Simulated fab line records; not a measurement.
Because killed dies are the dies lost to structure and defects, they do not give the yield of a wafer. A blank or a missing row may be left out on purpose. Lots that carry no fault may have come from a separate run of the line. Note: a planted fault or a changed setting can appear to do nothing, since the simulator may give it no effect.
fab line records    flow n5Finfet    part 2 of 2: steps 5 to 6 of 6
[record] lots = 23  wafers = 69  lastDay = 18
route steps=1938 shown HKMG_FIN@421
lots that met no fault: taken from a fault-free run of the same line
startH: start of the lot's first displayed wafer, in hours after the record's first day    waitH: time in hours since the lot's previous step    " same as the row above    L1.1+2: a row that stands for several wafers    - no value, or no start was given    * or withheld: withheld    < > ~ a bound
route shown NAME@n: a module of which the file shows steps, and the number in the route of the first    usual: average and standard deviation across the fault-free wafers    same: alike in all rows    chamber/n: place in a boat    sites: per-site readings    _std_site: the values' standard deviation    _edge_site: outer sites' mean less inner sites'    radiusMm: how far each site lies from the wafer's centre    mask NAME#n: copy n    behind: the most recent tool/chamber to have shaped the wafer    hold: why the lot was held/for how many hours/how that ended    device: the n, p or np transistor that did not switch    end of line: the same wafers' tests at the end of the route    step lacking rows: just its recipe    killed: dies that structure and defects cost at the first sort, which is not the same as the wafer's yield    map: a wafer's dies, marking killed ones x, the rest . and places with no die _
set.NAME: setting as actually run; set.NAME@STEP: the setting as run at that earlier step    model.NAME: the simulator's own value behind a step, which no gauge read
one table for each step of the route and one row for each wafer, over a sample of lots
services: when a tool's chamber went out of use (startH, in hours from the record's first day, below 0 if earlier), for how many hours, and the reason
[[steps]]
[step N5_HKMG_FIN_ALD_72]
[recipe] material = W  targetThkA = 20  tempC = 300  pressureTorr = 7.5  aldPrecursorFamily = WF6  aldCoReactant = B2H6  pulseTimeS = 1  purgeTimeS = 2  coReactantPurgeTimeS = 2  coReactantPulseTimeS = 3  aldCycles = 7
[usual] chamberPressureTorr = 7.498/0.016  heaterPowerOuterW = 284/24  heaterPowerW = 495/34  precursorPulseHeightRel = 0.999/0.02
lot.wafer  tool     chamber  startH  waitH  chamberPressureTorr  heaterPowerOuterW  heaterPowerW  precursorPulseHeightRel
L074.1     cvdW-01  0        77.02   0.2    7.513                279                476           0.983
L074.3     "        0        "       "      7.516                284                487           1.012
L074.6     "        1        "       "      7.499                306                536           1.025
L075.1     cvdW-01  0        87.23   0.2    7.510                283                486           0.967
L075.3     "        1        "       "      7.497                311                545           0.998
L075.4     "        0        "       "      7.466                284                483           1.010
L077.1     cvdW-01  0        98.44   0.2    7.493                273                482           0.987
L077.3     "        1        "       "      7.497                304                539           1.000
L077.6     "        1        "       "      7.496                307                533           1.019
L076.1     cvdW-02  1        98.98   0.2    7.479                283                493           0.996
L076.3     "        0        "       "      7.509                244                435           1.023
L076.6     "        0        "       "      7.498                240                438           1.009
L078.2     cvdW-02  0        104.55  0.2    7.510                236                441           0.946
L078.4     "        1        "       "      7.510                281                487           0.984
L078.5     "        1        "       "      7.505                275                473           1.012
L079.1     cvdW-02  1        111.65  0.2    7.516                282                491           1.001
L079.3     "        0        "       "      7.508                236                447           1.008
L079.4     "        1        "       "      7.496                286                490           0.994
L080.2     cvdW-01  1        116.38  0.2    7.514                301                529           0.987
L080.4     "        0        "       "      7.503                288                491           1.006
L080.5     "        0        "       "      7.512                276                484           0.970
L081.1     cvdW-01  0        119.28  0.2    7.475                282                496           0.993
L081.4     "        0        "       "      7.501                283                493           0.980
L081.5     "        1        "       "      7.511                303                533           0.988
L082.1     cvdW-02  0        127.45  0.2    7.469                239                433           1.004
L082.3     "        0        "       "      7.496                239                441           0.970
L082.5     "        0        "       "      7.465                240                429           0.985
L083.1     cvdW-02  1        132.77  0.2    7.469                285                476           0.998
L083.5     "        1        "       "      7.495                283                486           0.991
L083.6     "        0        "       "      7.519                236                435           1.012
L084.2     cvdW-01  1        139.59  0.2    7.497                309                527           0.967
L084.3     "        1        "       "      7.515                306                536           1.031
L084.5     "        0        "       "      7.498                273                491           1.055
L085.3     cvdW-01  1        145.31  0.2    7.503                311                525           1.007
L085.5     "        0        "       "      7.490                287                479           0.995
L085.6     "        1        "       "      7.513                312                524           0.982
L086.1     cvdW-01  0        157.68  0.2    7.490                284                492           0.995
L086.3     "        1        "       "      7.499                312                532           0.975
L086.4     "        0        "       "      7.494                290                479           1.009
L088.1     cvdW-02  0        164.72  0.2    7.483                241                452           1.003
L088.4     "        1        "       "      7.543                282                481           0.966
L088.5     "        0        "       "      7.504                244                447           1.033
L089.1     cvdW-01  1        167.25  0.2    7.498                312                538           0.998
L089.5     "        1        "       "      7.505                299                538           0.990
L089.6     "        1        "       "      7.484                307                524           1.002
L091.3     cvdW-01  1        181.21  0.2    7.485                310                529           0.974
L091.4     "        0        "       "      7.458                279                498           0.982
L091.6     "        1        "       "      7.469                312                538           0.978
L090.1     cvdW-02  1        182.02  0.2    7.497                286                488           0.999
L090.3     "        1        "       "      7.495                286                491           1.029
L090.5     "        0        "       "      7.502                244                436           0.957
L092.3     cvdW-01  1        192.11  0.2    7.483                306                553           1.008
L092.4     "        0        "       "      7.490                283                489           1.033
L092.6     "        1        "       "      7.497                315                549           1.041
L093.3     cvdW-01  0        201.56  0.2    7.496                280                500           0.986
L093.4     "        1        "       "      7.480                314                547           0.988
L093.6     "        0        "       "      7.518                278                487           0.981
L094.1     cvdW-02  0        205.78  0.2    7.490                237                444           1.018
L094.5     "        1        "       "      7.493                288                497           0.999
L094.6     "        0        "       "      7.501                234                448           1.008
L095.2     cvdW-01  0        209.32  0.2    7.519                285                504           0.993
L095.4     "        0        "       "      7.510                276                485           1.012
L095.6     "        1        "       "      7.467                317                531           1.017
L096.1     cvdW-01  0        217.73  0.2    7.521                282                497           0.978
L096.5     "        0        "       "      7.517                285                477           1.045
L096.6     "        1        "       "      7.460                309                535           1.013
L097.1     cvdW-02  1        222.57  0.2    7.490                283                493           0.977
L097.2     "        0        "       "      7.508                240                433           0.989
L097.3     "        1        "       "      7.485                288                499           0.997
[step N5_HKMG_FIN_CMP_94]
[recipe] stopOn = SiNx  postCmpClean = wDiluteNh4oh  tOverpolishS = 4.7  downForcePsi = 4  platenRpm = 50.289  padVelocityMS = 1.0006  targetThkNm = 43.299
[usual] headPressurePsi = 3.999/0.0086  motorCurrentA = 11.6/1
lot.wafer  tool    chamber  startH  waitH  headPressurePsi  motorCurrentA
L074.3     cmp-04  0        77.70   0.3    4.005            13.0
L074.1     "       2        "       "      3.984            10.6
L074.6     "       3        "       "      4.018            11.5
L075.3     cmp-01  1        87.88   0.4    3.998            13.1
L075.1     "       2        "       "      3.998            11.4
L075.4     "       3        "       "      3.995            11.2
L077.1     cmp-03  2        99.09   0.4    3.996            9.7
L077.3     "       3        "       "      3.992            12.0
L077.6     "       2        "       "      3.990            9.2
L076.1     cmp-01  3        99.63   0.4    4.005            10.8
L076.3     "       2        "       "      4.007            11.3
L076.6     "       0        "       "      3.993            11.3
L078.2     cmp-01  2        105.20  0.4    3.996            11.1
L078.4     "       0        "       "      3.997            11.6
L078.5     "       2        "       "      4.013            11.4
L079.4     cmp-03  1        112.30  0.4    4.004            11.8
L079.3     "       2        "       "      4.007            9.5
L079.1     "       3        "       "      4.006            11.7
L080.4     cmp-03  3        117.03  0.4    3.998            11.5
L080.2     "       1        "       "      4.004            11.7
L080.5     "       0        "       "      3.999            12.3
L081.4     cmp-03  0        119.93  0.4    3.978            13.1
L081.1     "       2        "       "      4.004            9.6
L081.5     "       0        "       "      3.996            12.3
L082.1     cmp-03  3        128.10  0.4    3.974            12.0
L082.3     "       0        "       "      4.003            12.9
L082.5     "       3        "       "      3.992            11.7
L083.1     cmp-04  1        133.48  0.3    4.010            11.2
L083.6     "       3        "       "      3.982            11.7
L083.5     "       0        "       "      3.995            13.7
L084.3     cmp-04  2        140.24  0.4    3.991            10.0
L084.2     "       3        "       "      4.001            12.0
L084.5     "       3        "       "      4.006            12.0
L085.3     cmp-01  0        145.97  0.3    3.982            11.8
L085.5     "       3        "       "      3.996            11.2
L085.6     "       0        "       "      3.992            11.4
L086.3     cmp-01  2        158.33  0.4    4.001            11.8
L086.4     "       3        "       "      3.999            10.9
L086.1     "       0        "       "      4.001            11.0
L088.4     cmp-03  2        165.43  0.3    3.999            9.9
L088.1     "       3        "       "      3.992            11.7
L088.5     "       1        "       "      4.000            12.0
L089.1     cmp-03  1        168.05  0.3    4.010            11.6
L089.5     "       3        "       "      4.004            11.8
L089.6     "       0        "       "      4.007            12.9
L091.4     cmp-03  2        181.90  0.3    4.007            9.2
L091.3     "       3        "       "      4.015            11.7
L091.6     "       1        "       "      4.007            11.6
L090.3     cmp-01  0        182.67  0.4    3.995            12.0
L090.1     "       2        "       "      3.992            11.2
L090.5     "       1        "       "      3.993            12.7
L092.3     cmp-03  1        192.77  0.3    4.000            11.4
L092.4     "       2        "       "      4.018            9.6
L092.6     "       1        "       "      4.009            11.7
L093.4     cmp-01  2        202.19  0.4    4.015            11.4
L093.3     "       3        "       "      4.000            10.7
L093.6     "       2        "       "      4.007            10.9
L094.1     cmp-03  0        206.52  0.2    3.999            12.0
L094.6     "       1        "       "      3.995            12.0
L094.5     "       2        "       "      3.996            9.9
L095.2     cmp-03  3        209.97  0.4    3.995            12.2
L095.4     "       0        "       "      4.009            12.7
L095.6     "       0        "       "      4.005            12.5
L096.1     cmp-01  1        219.13  1.0    3.999            13.4
L096.5     "       3        "       "      4.009            11.2
L096.6     "       0        "       "      4.015            11.5
L097.1     cmp-03  2        223.22  0.4    3.988            9.6
L097.2     "       3        "       "      4.000            12.3
L097.3     "       1        "       "      3.982            11.9
[[services]]
tool         chamber  startH  hours  kind
aldMetal-01  -        51.62   1.9    repair
rieDiel-01   1        66.24   16.2   repair
cmp-01       -        90.93   3.4    repair
rieDiel-06   0        95.43   9.2    repair
rieDiel-01   0        107.19  29.5   repair
cmp-03       -        108.34  0.2    repair
cvdW-02      0        116.76  6.2    repair
cmp-03       -        135.91  5.6    pm
cvdW-02      -        138.51  14.6   pm
aldMetal-01  -        138.82  1.0    repair
aldMetal-01  0        143.84  7.9    repair
cvdW-01      1        158.59  4.4    repair
cvdW-01      0        164.53  16.5   repair
cmp-01       -        168.17  4.1    pm
rieDiel-06   2        169.03  5.1    repair
rieDiel-01   3        172.08  16.0   repair
rieDiel-01   1        175.77  9.0    repair
cmp-01       -        179.11  2.5    repair
rieDiel-06   -        183.10  0.2    repair
rieDiel-03   3        184.82  4.3    repair
aldMetal-02  1        186.68  37.3   repair
cmp-01       -        192.70  7.2    repair
cvdW-02      0        197.08  5.1    repair
aldMetal-01  1        197.34  11.4   repair
